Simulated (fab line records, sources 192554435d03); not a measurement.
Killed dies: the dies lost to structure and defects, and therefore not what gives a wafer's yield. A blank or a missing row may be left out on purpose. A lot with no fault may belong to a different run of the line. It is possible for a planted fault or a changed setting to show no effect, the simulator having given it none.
Split-lot trial || flow n5 finfet || 7 lots, 21 wafers read, on a route of 1938 steps

== THE SPLIT ITSELF ==
At N5_GATE_CUT_COAT_07 (resist thk 30 nm), the setting spin rpm was moved away from the recipe's 1500 rpm on 8 of the 21 wafers read, by -8.4% to +4.4%. For the rest of the wafers, this setting stayed at what the recipe calls for.

== FROM THE SPLIT TO THE READING: what the file shows between them, 4 steps ==
- N5_GATE_CUT_EBR_09
- N5_GATE_CUT_SOFTBAKE_08: time 60 s
- N5_GATE_CUT_EXPOSE_10: exposes mask GATE CUT, target cd 20 nm
- N5_GATE_CUT_PEB_11: peb time 60 s

== THE READING ==
CAR-EUV_of_GATE_CUT_COAT_07.thk nm (the simulator's own value, which no gauge read), in nm, at N5_GATE_CUT_DEVELOP_12 (develop time 30 s). No usual value for it is given in the file. Average 29.5 nm, standard deviation 0.14 nm, over the 13 wafers here run with the recipe.

{"wafer": "L075.1", "tool, chamber at the split": "litho track-05, 0", "spin rpm as run, rpm": 1500, "against the recipe": "recipe", "CAR-EUV_of_GATE_CUT_COAT_07.thk nm, nm": 29.4, "against lot-mates on the recipe": "-"}
{"wafer": "L075.2", "tool, chamber at the split": "litho track-05, 0", "spin rpm as run, rpm": 1500, "against the recipe": "recipe", "CAR-EUV_of_GATE_CUT_COAT_07.thk nm, nm": 29.4, "against lot-mates on the recipe": "-"}
{"wafer": "L075.3", "tool, chamber at the split": "litho track-05, 0", "spin rpm as run, rpm": 1500, "against the recipe": "recipe", "CAR-EUV_of_GATE_CUT_COAT_07.thk nm, nm": 29.4, "against lot-mates on the recipe": "-"}
{"wafer": "L076.2", "tool, chamber at the split": "litho track-01, 0", "spin rpm as run, rpm": 1393, "against the recipe": "-7.1%", "CAR-EUV_of_GATE_CUT_COAT_07.thk nm, nm": 30.6, "against lot-mates on the recipe": "+1.2"}
{"wafer": "L076.4", "tool, chamber at the split": "litho track-01, 0", "spin rpm as run, rpm": 1393, "against the recipe": "-7.1%", "CAR-EUV_of_GATE_CUT_COAT_07.thk nm, nm": 30.6, "against lot-mates on the recipe": "+1.2"}
{"wafer": "L076.6", "tool, chamber at the split": "litho track-01, 0", "spin rpm as run, rpm": 1500, "against the recipe": "recipe", "CAR-EUV_of_GATE_CUT_COAT_07.thk nm, nm": 29.4, "against lot-mates on the recipe": "-"}
{"wafer": "L081.2", "tool, chamber at the split": "litho track-02, 0", "spin rpm as run, rpm": 1500, "against the recipe": "recipe", "CAR-EUV_of_GATE_CUT_COAT_07.thk nm, nm": 29.6, "against lot-mates on the recipe": "-"}
{"wafer": "L081.6", "tool, chamber at the split": "litho track-02, 0", "spin rpm as run, rpm": 1500, "against the recipe": "recipe", "CAR-EUV_of_GATE_CUT_COAT_07.thk nm, nm": 29.6, "against lot-mates on the recipe": "-"}
{"wafer": "L081.3", "tool, chamber at the split": "litho track-02, 0", "spin rpm as run, rpm": 1500, "against the recipe": "recipe", "CAR-EUV_of_GATE_CUT_COAT_07.thk nm, nm": 29.4, "against lot-mates on the recipe": "-"}
{"wafer": "L086.1", "tool, chamber at the split": "litho track-01, 0", "spin rpm as run, rpm": 1500, "against the recipe": "recipe", "CAR-EUV_of_GATE_CUT_COAT_07.thk nm, nm": 29.6, "against lot-mates on the recipe": "-"}
{"wafer": "L086.3", "tool, chamber at the split": "litho track-01, 0", "spin rpm as run, rpm": 1435, "against the recipe": "-4.3%", "CAR-EUV_of_GATE_CUT_COAT_07.thk nm, nm": 30.2, "against lot-mates on the recipe": "+0.6"}
{"wafer": "L086.5", "tool, chamber at the split": "litho track-01, 0", "spin rpm as run, rpm": 1435, "against the recipe": "-4.3%", "CAR-EUV_of_GATE_CUT_COAT_07.thk nm, nm": 30.2, "against lot-mates on the recipe": "+0.6"}
{"wafer": "L087.3", "tool, chamber at the split": "litho track-02, 0", "spin rpm as run, rpm": 1500, "against the recipe": "recipe", "CAR-EUV_of_GATE_CUT_COAT_07.thk nm, nm": 29.8, "against lot-mates on the recipe": "-"}
{"wafer": "L087.5", "tool, chamber at the split": "litho track-02, 0", "spin rpm as run, rpm": 1500, "against the recipe": "recipe", "CAR-EUV_of_GATE_CUT_COAT_07.thk nm, nm": 29.8, "against lot-mates on the recipe": "-"}
{"wafer": "L087.4", "tool, chamber at the split": "litho track-02, 0", "spin rpm as run, rpm": 1500, "against the recipe": "recipe", "CAR-EUV_of_GATE_CUT_COAT_07.thk nm, nm": 29.6, "against lot-mates on the recipe": "-"}
{"wafer": "L091.2", "tool, chamber at the split": "litho track-05, 0", "spin rpm as run, rpm": 1566, "against the recipe": "+4.4%", "CAR-EUV_of_GATE_CUT_COAT_07.thk nm, nm": 28.8, "against lot-mates on the recipe": -0.6}
{"wafer": "L091.4", "tool, chamber at the split": "litho track-05, 0", "spin rpm as run, rpm": 1566, "against the recipe": "+4.4%", "CAR-EUV_of_GATE_CUT_COAT_07.thk nm, nm": 28.8, "against lot-mates on the recipe": -0.6}
{"wafer": "L091.3", "tool, chamber at the split": "litho track-05, 0", "spin rpm as run, rpm": 1500, "against the recipe": "recipe", "CAR-EUV_of_GATE_CUT_COAT_07.thk nm, nm": 29.4, "against lot-mates on the recipe": "-"}
{"wafer": "L092.1", "tool, chamber at the split": "litho track-05, 0", "spin rpm as run, rpm": 1374, "against the recipe": "-8.4%", "CAR-EUV_of_GATE_CUT_COAT_07.thk nm, nm": 31, "against lot-mates on the recipe": "+1.4"}
{"wafer": "L092.4", "tool, chamber at the split": "litho track-05, 0", "spin rpm as run, rpm": 1374, "against the recipe": "-8.4%", "CAR-EUV_of_GATE_CUT_COAT_07.thk nm, nm": 31, "against lot-mates on the recipe": "+1.4"}
{"wafer": "L092.6", "tool, chamber at the split": "litho track-05, 0", "spin rpm as run, rpm": 1500, "against the recipe": "recipe", "CAR-EUV_of_GATE_CUT_COAT_07.thk nm, nm": 29.6, "against lot-mates on the recipe": "-"}

THE FIT
A straight line over all 21 wafers: CAR-EUV_of_GATE_CUT_COAT_07.thk nm changes by -0.163 nm for each +1% of spin rpm; r = -0.98; the points scatter about the line by 0.13 nm.
The same after taking each lot's own level away (the mean of its wafers on the recipe; 21 wafers): -0.159 nm for each +1%; r = -0.99; scatter 0.073 nm.
On that fit, the largest move of spin rpm shifts the reading by 1.3 nm.
Across the lots, their own levels run from 29.40 to 29.73 nm, a range of 2.3 times the standard deviation given above.
Consequently the slope shifts little with the lot-to-lot level, the two slopes agreeing.
Check: +1.33 nm against its lot-mates is what the line predicts for one of the wafers moved furthest among these (-8.4%) when that wafer is left out of the fit. Against them it came out at +1.4 nm.

== THE OTHER SPLITS THESE WAFERS WENT THROUGH ==
Before the reading, these wafers also passed through other splits. Each is held against what the fit with the lots' levels taken away leaves over:
{"other split on the same wafers": "N5_SD_EPI_N_EPI_21 epi growth time s", "wafers away from the commonest value": 5, "r with CAR-EUV_of_GATE_CUT_COAT_07.thk nm (lot level and that fit taken away)": -0.02}
{"other split on the same wafers": "N5_ILD0_CMP_03 down force psi", "wafers away from the commonest value": 8, "r with CAR-EUV_of_GATE_CUT_COAT_07.thk nm (lot level and that fit taken away)": -0.04}
{"other split on the same wafers": "N5_SDB_HM_DEP_00 time s", "wafers away from the commonest value": 2, "r with CAR-EUV_of_GATE_CUT_COAT_07.thk nm (lot level and that fit taken away)": -0.49}
{"other split on the same wafers": "N5_HKMG_FIN_COAT_06 spin rpm", "wafers away from the commonest value": 10, "r with CAR-EUV_of_GATE_CUT_COAT_07.thk nm (lot level and that fit taken away)": "+0.09"}
{"other split on the same wafers": "N5_HKMG_FIN_EXPOSE_09 dose mj", "wafers away from the commonest value": 11, "r with CAR-EUV_of_GATE_CUT_COAT_07.thk nm (lot level and that fit taken away)": -0.26}
{"other split on the same wafers": "N5_GATE_CUT_HM_DEP_46 time s", "wafers away from the commonest value": 6, "r with CAR-EUV_of_GATE_CUT_COAT_07.thk nm (lot level and that fit taken away)": -0.28}

== THE WHOLE CHAIN: every reading that the file lists as answering this split, in the file's order ==
{"step": "N5_GATE_CUT_COAT_07", "what it does": "resist thk 30 nm", "reading": "CAR-EUV_of_GATE_CUT_COAT_07.thk nm (the simulator's own value, which no gauge read)", "change (the file's fit)": "-0.166 nm for each +1% of the setting", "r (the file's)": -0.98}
{"step": "N5_GATE_CUT_DEVELOP_12", "what it does": "develop time 30 s", "reading": "CAR-EUV_of_GATE_CUT_COAT_07.thk nm (the simulator's own value, which no gauge read)", "change (the file's fit)": "-0.16 nm for each +1% of the setting", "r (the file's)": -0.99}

== FILE'S OWN FIT ==
CAR-EUV_of_GATE_CUT_COAT_07.thk nm changes by -0.16 nm for each +1% of spin rpm, r = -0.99.
